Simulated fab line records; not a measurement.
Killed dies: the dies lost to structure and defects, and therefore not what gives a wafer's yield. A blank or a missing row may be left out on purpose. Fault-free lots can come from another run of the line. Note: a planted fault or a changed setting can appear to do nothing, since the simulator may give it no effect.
Comparing a struck lot with a sound one | flow nandHarc | 13 steps out of a route of 1302
Sound: wafers L721.1, L721.5, L721.6. Wafers L728.2, L728.3, L728.6 were the ones struck. At the end, the cause is stated.
At each step with rows: each side's tool, then ch and its chambers, then its first start. Under that, the readings that differ: sound wafers | struck wafers | difference of the means | sigmas: that difference in standard deviations of wafers without a fault.
alike: a reading whose means differ by less than 2 such deviations, as well as words and numbers matching on both sides. not compared: withheld readings; readings where some wafer has no value; bounds like >300 that might hide an equal value; numbers whose values overlap and for which the record gives no deviation.
A row with sigmas, a row that says differs or no value, or rows on one side alone: a step with any of these is where the two part. When numbers do not overlap yet have no deviation, they are printed without sigmas and do not part them. A reading missing from all wafers of one side parts the sides only when that side holds two or more wafers.

first, 1 step without rows for these wafers: NHARC_A_STAIRCASE_TRIM_191 (chemistry O2, time 211.2 s).
NHARC_A_STAIRCASE_ETCH_192: etches the open film in C4F8/O2, target depth 100 nm, time 40.5 s.
  sound: rieDiel-13 ch 1,2,3; struck: rieDiel-08 ch 0,1,3
  alike: biasW, chamberPressureMTorr, oesProductAu, rfVppV
  not compared: rfHoursCounterH
then, 3 steps without rows for these wafers: NHARC_A_STAIRCASE_TRIM_193 (chemistry O2, time 211.2 s); NHARC_A_STAIRCASE_ETCH_194 (etches the open film in C4F8/O2, target depth 100 nm, time 40.5 s); NHARC_A_STAIRCASE_TRIM_196 (chemistry O2, time 211.2 s).
NHARC_A_STAIRCASE_ETCH_197: etches the open film in C4F8/O2, target depth 100 nm, time 40.5 s.
  sound: rieDiel-13 ch 0,1,3; struck: rieDiel-04 ch 2,3
  alike: biasW, chamberPressureMTorr, oesProductAu, rfVppV
  not compared: rfHoursCounterH
NHARC_A_STAIRCASE_TRIM_198: chemistry O2, time 211.2 s.
  sound: rieDiel-13 ch 0,1,3; struck: rieDiel-04 ch 0,2
  alike: drypumpMotorCurrentA, oesProductAu, rfVppV, showerheadPlenumPTorr, throttleValvePct
  not compared: rfHoursCounterH
NHARC_A_STAIRCASE_ETCH_199: etches the open film in C4F8/O2, target depth 100 nm, time 40.5 s.
  sound: rieDiel-13 ch 0,3; struck: rieDiel-04 ch 0,3
  alike: biasW, chamberPressureMTorr, oesProductAu, rfVppV
  not compared: rfHoursCounterH
then, 2 steps without rows for these wafers: NHARC_A_STAIRCASE_TRIM_200 (chemistry O2, time 211.2 s); NHARC_A_STAIRCASE_ETCH_201 (etches the open film in C4F8/O2, target depth 100 nm, time 40.5 s).
NHARC_A_STAIRCASE_TRIM_202: chemistry O2, time 211.2 s.
  sound: rieDiel-13 ch 1,2,3; struck: rieDiel-04 ch 1,2
  alike: drypumpMotorCurrentA, oesProductAu, rfVppV, showerheadPlenumPTorr, throttleValvePct
  not compared: rfHoursCounterH
NHARC_A_STAIRCASE_ETCH_203: etches the open film in C4F8/O2, target depth 100 nm, time 40.5 s.
  sound on rieDiel-13 ch 2,3, day 20 12:12; struck on rieDiel-04 ch 0,1,2, day 22 18:15
  no value came back on the struck wafers for biasW (W), chamberPressureMTorr (mTorr), oesProductAu (a.u.), rfVppV (V); on the sound wafers biasW (W) reads 995 1003 1001
  not compared: rfHoursCounterH
-- jump in the record: it breaks off in module A_STAIRCASE and resumes in module END (first step shown: number 1302 of the route), and 8 days separate the struck wafers' starts before and after --
NHARC_END_SORT_01:
  here the record holds rows for the struck wafers (prober-01 ch 0, day 31 04:30) but none for the sound ones

## WHERE THEY PART
Last at NHARC_END_SORT_01 as far as this record goes, first at NHARC_A_STAIRCASE_ETCH_203.

WHY: whatever the simulator had introduced
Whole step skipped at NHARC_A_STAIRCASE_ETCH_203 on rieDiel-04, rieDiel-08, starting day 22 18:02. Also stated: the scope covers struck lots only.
